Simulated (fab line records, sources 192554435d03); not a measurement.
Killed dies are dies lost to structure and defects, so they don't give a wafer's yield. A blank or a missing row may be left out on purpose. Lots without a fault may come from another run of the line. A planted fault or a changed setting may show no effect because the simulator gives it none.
Split-lot experiment | flow n5_finfet | 7 lots, 21 wafers read, on a route of 1938 steps

THE SPLIT
At N5_BEOL_M8_EXPOSE_25 (exposes mask V7, target cd 40 nm), the setting dose_mj was moved away from the recipe's 42.5 on 3 of the 21 wafers read, by +5.3% to +5.4%. The other wafers ran this setting at the recipe's value.

FROM THE SPLIT TO THE READING: what the file shows between them, 6 steps
- N5_BEOL_M8_DESCUM_33: chemistry O2, time 7 s (also split here: time_s)
- N5_BEOL_M8_ETCH_72: etches underlayer in N2/H2, target depth 6.5 nm, time 5.2 s
- N5_BEOL_M8_ETCH_65: etches SiARC in CF4, target depth 15.6 nm, time 26 s
- N5_BEOL_M8_ETCH_66: etches SOC in N2/H2, target depth 80 nm, overetch 16 nm, time 120 s
- N5_BEOL_M8_STRIP_69: strips in N2/H2
- N5_BEOL_M8_STRIP_73: strips in N2/H2

THE READING
BEOL_M8.cd_nm (the simulator's own value, which no gauge read), in nm, at N5_BEOL_M8_VIA_ETCH_34 (etches SiCOH lowk in C4F6/O2, target depth 125.5 nm, time 50.5 s). The file gives no usual value for it. The 18 wafers here that ran the recipe average 40.0 nm, standard deviation 0.23 nm.

wafer  | tool, chamber at the split | dose_mj as run | against the recipe | BEOL_M8.cd_nm, nm | against lot-mates on the recipe
L078.3 | euv_scanner-02, 0          | 42.5           | recipe             | 39.8              | -
L078.6 | euv_scanner-02, 0          | 42.5           | recipe             | 39.8              | -
L078.4 | euv_scanner-02, 0          | 42.5           | recipe             | 39.6              | -
L079.1 | euv_scanner-02, 0          | 42.5           | recipe             | 40                | -
L079.3 | euv_scanner-02, 0          | 42.5           | recipe             | 40.2              | -
L079.5 | euv_scanner-02, 0          | 42.5           | recipe             | 39.8              | -
L083.2 | euv_scanner-01, 0          | 42.5           | recipe             | 39.8              | -
L083.5 | euv_scanner-01, 0          | 42.5           | recipe             | 40                | -
L083.6 | euv_scanner-01, 0          | 42.5           | recipe             | 39.6              | -
L085.1 | euv_scanner-01, 0          | 42.5           | recipe             | 40                | -
L085.5 | euv_scanner-01, 0          | 42.5           | recipe             | 40                | -
L085.6 | euv_scanner-01, 0          | 42.5           | recipe             | 40                | -
L084.2 | euv_scanner-01, 0          | 44.78          | +5.4%              | 41.4              | +1.2
L084.3 | euv_scanner-01, 0          | 42.5           | recipe             | 40.4              | -
L084.4 | euv_scanner-01, 0          | 42.5           | recipe             | 40                | -
L088.1 | euv_scanner-01, 0          | 42.5           | recipe             | 39.8              | -
L088.3 | euv_scanner-01, 0          | 42.5           | recipe             | 39.8              | -
L088.5 | euv_scanner-01, 0          | 42.5           | recipe             | 40.2              | -
L087.1 | euv_scanner-01, 0          | 44.74          | +5.3%              | 41.2              | +0.8
L087.2 | euv_scanner-01, 0          | 42.5           | recipe             | 40.4              | -
L087.3 | euv_scanner-01, 0          | 44.74          | +5.3%              | 41.4              | +1.0

THE FIT
A straight line over all 21 wafers: BEOL_M8.cd_nm changes by +0.26 nm for each +1% of dose_mj; r = +0.92; the points scatter about the line by 0.22 nm.
The same after taking each lot's own level away (the mean of its wafers on the recipe; 21 wafers): +0.189 nm for each +1%; r = +0.92; scatter 0.15 nm.
On that fit, the largest move of dose_mj shifts the reading by 1 nm.
The lots' own levels span 39.73 to 40.40 nm, that is 2.9 times the standard deviation above.
So the lot-to-lot level changes the slope: the two fits differ.
Check: with one of the wafers moved furthest among these (+5.4%) left out of the fit, the line predicts +0.916 nm for it against its lot-mates. It came out at +1.2 nm against them.

OTHER SPLITS ON THESE WAFERS
These wafers also went through other splits before the reading. Each is held against what the fit with the lots' levels taken away leaves over:
other split on the same wafers | wafers away from the commonest value | r with BEOL_M8.cd_nm (lot level and that fit taken away)
N5_BEOL_M7_DESCUM_33 time_s    | 8                                    | -0.17
N5_BEOL_M7_VIA_ETCH_34 time_s  | 5                                    | +0.00
N5_BEOL_M8_DESCUM_33 time_s    | 9                                    | +0.29

THE WHOLE CHAIN: every reading that the file lists as answering this split, in the file's order
step                   | what it does                                                        | reading                                                        | change (the file's fit)               | r (the file's)
N5_BEOL_M8_DESCUM_33   | chemistry O2, time 7 s                                              | BEOL_M8.cd_nm (the simulator's own value, which no gauge read) | +0.16 nm for each +1% of the setting  | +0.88
N5_BEOL_M8_ETCH_65     | etches SiARC in CF4, target depth 15.6 nm, time 26 s                | BEOL_M8.cd_nm (the simulator's own value, which no gauge read) | +0.179 nm for each +1% of the setting | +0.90
N5_BEOL_M8_ETCH_66     | etches SOC in N2/H2, target depth 80 nm, overetch 16 nm, time 120 s | BEOL_M8.cd_nm (the simulator's own value, which no gauge read) | +0.188 nm for each +1% of the setting | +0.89
N5_BEOL_M8_VIA_ETCH_34 | etches SiCOH lowk in C4F6/O2, target depth 125.5 nm, time 50.5 s    | BEOL_M8.cd_nm (the simulator's own value, which no gauge read) | +0.198 nm for each +1% of the setting | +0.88

THE FILE'S OWN FIT
BEOL_M8.cd_nm changes by +0.198 nm for each +1% of dose_mj, r = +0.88.
